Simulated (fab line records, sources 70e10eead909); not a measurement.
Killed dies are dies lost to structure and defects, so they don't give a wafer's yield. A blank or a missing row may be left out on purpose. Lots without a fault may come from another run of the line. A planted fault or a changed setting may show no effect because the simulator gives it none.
A struck lot beside a sound one | flow nand_harc | 18 steps out of a route of 1159
Sound: wafers L715.1, L715.5, L715.6. Struck: wafers L723.4, L723.6. (L723.1 of the same lot was not struck and is left out.) The cause comes at the end.
At each step with rows: each side's tool, then ch and its chambers, then its first start. Under that, the readings that differ: sound wafers | struck wafers | difference of the means | sigmas: that difference in standard deviations of wafers without a fault.
alike: readings whose means differ by less than 2 such deviations, and words and numbers that are the same on both sides. not compared: withheld readings, readings that some wafer has no value for, bounds like >300 that may hide the same value, and numbers for which the record gives no deviation and whose values overlap.
The two part at a step that has a row with sigmas, a row that says differs or no value, or rows on one side only. Numbers that don't overlap but have no deviation are shown without sigmas and don't part them. A reading that every wafer of one side lacks parts them only if that side has two wafers or more.

NHARC_A_SGD_CUT_CD_MEAS_09: target cd 100 nm.
  sound on cd_sem-02 ch 0, day 14 20:01; struck on cd_sem-02 ch 0, day 17 01:46
  alike: cd_nm
NHARC_A_SGD_CUT_OVL_MEAS_10:
  sound on overlay-02, day 14 20:06; struck on overlay-01, day 17 01:52
  reading           | sound          | struck  | difference | sigmas
  overlay_y_nm (nm) | -0.7 -1.2 -1.1 | 1.1 1.4 | +2.2       | +2
  alike: overlay_x_nm
NHARC_A_SGD_CUT_INSPECT_11:
  sound on defect_inspect-02, day 14 20:08; struck on defect_inspect-01, day 17 01:53
  alike: raw_defect_count
NHARC_A_SGD_CUT_DESCUM_14: chemistry O2, time 3 s.
  sound on rie_diel-11 ch 1,2,3, day 14 20:13; struck on rie_diel-06 ch 2,3, day 17 01:57
  alike: drypump_motor_current_A, oes_product_au, rf_vpp_V, showerhead_plenum_p_Torr, throttle_valve_pct
  not compared: rf_hours_counter_h
then, 1 step without rows for these wafers: NHARC_A_SGD_CUT_ETCH_58 (etches the open film in CF4, target depth 39 nm, time 65 s).
NHARC_A_SGD_CUT_ETCH_59: etches the open film in N2/H2, target depth 260 nm, time 406.25 s.
  sound on rie_diel-11 ch 2,3; struck on rie_diel-06 ch 0,2
  alike: drypump_motor_current_A, h2_flow_sccm, oes_product_au, rf_vpp_V, showerhead_plenum_p_Torr, throttle_valve_pct
  not compared: rf_hours_counter_h
NHARC_A_SGD_CUT_ETCH_15: etches the open film in CH3F/O2, target depth 75 nm, time 64.3 s.
  sound on rie_diel-11 ch 2,3; struck on rie_diel-06 ch 1,3
  alike: drypump_motor_current_A, oes_product_au, rf_vpp_V, showerhead_plenum_p_Torr, throttle_valve_pct
  not compared: rf_hours_counter_h
NHARC_A_SGD_CUT_ETCH_16: etches the open film in C4F8/O2/Ar, target depth 310.5 nm, time 155.2 s.
  sound on rie_diel-11 ch 0,2,3; struck on rie_diel-06 ch 2,3
  alike: oes_product_au, rf_vpp_V
  not compared: rf_hours_counter_h
then, 1 step without rows for these wafers: NHARC_A_SGD_CUT_STRIP_60 (strips in C4F8/O2/Ar).
NHARC_A_SGD_CUT_STRIP_17: strips in O2.
  sound on rie_diel-11 ch 0,2,3; struck on rie_diel-06 ch 0,1
  alike: drypump_motor_current_A, oes_product_au, rf_vpp_V, showerhead_plenum_p_Torr, throttle_valve_pct
  not compared: rf_hours_counter_h
then, 2 steps without rows for these wafers: NHARC_A_SGD_CUT_PRECLEAN_18 (cleans in SC1); NHARC_A_SGD_CUT_SRD_19.
NHARC_A_SGD_CUT_DEP_20: deposits SiO2, target thk 150 nm.
  sound on fcvd-01 ch 0,1, day 14 21:20; struck on fcvd-01 ch 0,1, day 17 03:04
then, 1 step without rows for these wafers: NHARC_A_SGD_CUT_ANNEAL_27 (time 1800 s).
NHARC_A_SGD_CUT_CMP_21: polishes, target thk 148.19 nm.
  sound on cmp-02 ch 0,1,3, day 15 01:58; struck on cmp-03 ch 1,2, day 17 09:39
  reading                | sound          | struck    | difference | sigmas
  time_to_endpoint_s (s) | 44.6 53.5 51.7 | 27.7 32.7 | -19.7      | -8
  alike: motor_current_A
NHARC_A_SGD_CUT_THK_MEAS_22: measures by ellipsometry.
  sound on film_metro-01, day 15 02:10; struck on film_metro-01, day 17 09:54
  reading     | sound             | struck    | difference | sigmas
  thk_nm (nm) | 147.0 149.6 147.5 | 90.8 89.7 | -57.8      | -39
then, 1 step without rows for these wafers: NHARC_A_SGD_CUT_SRD_23.
-- the record jumps here: 5 days lie between the struck wafers' starts before and after (it left off in module A_SGD_CUT and takes up again in module END, whose first step shown is number 1159 of the route) --
NHARC_END_SORT_01:
  the record has rows for the struck wafers here (prober-02 ch 0, day 22 03:35) and none for the sound ones

WHERE THEY PART
First at NHARC_A_SGD_CUT_OVL_MEAS_10; last, within this record, at NHARC_END_SORT_01.

WHY: what the simulator had put in
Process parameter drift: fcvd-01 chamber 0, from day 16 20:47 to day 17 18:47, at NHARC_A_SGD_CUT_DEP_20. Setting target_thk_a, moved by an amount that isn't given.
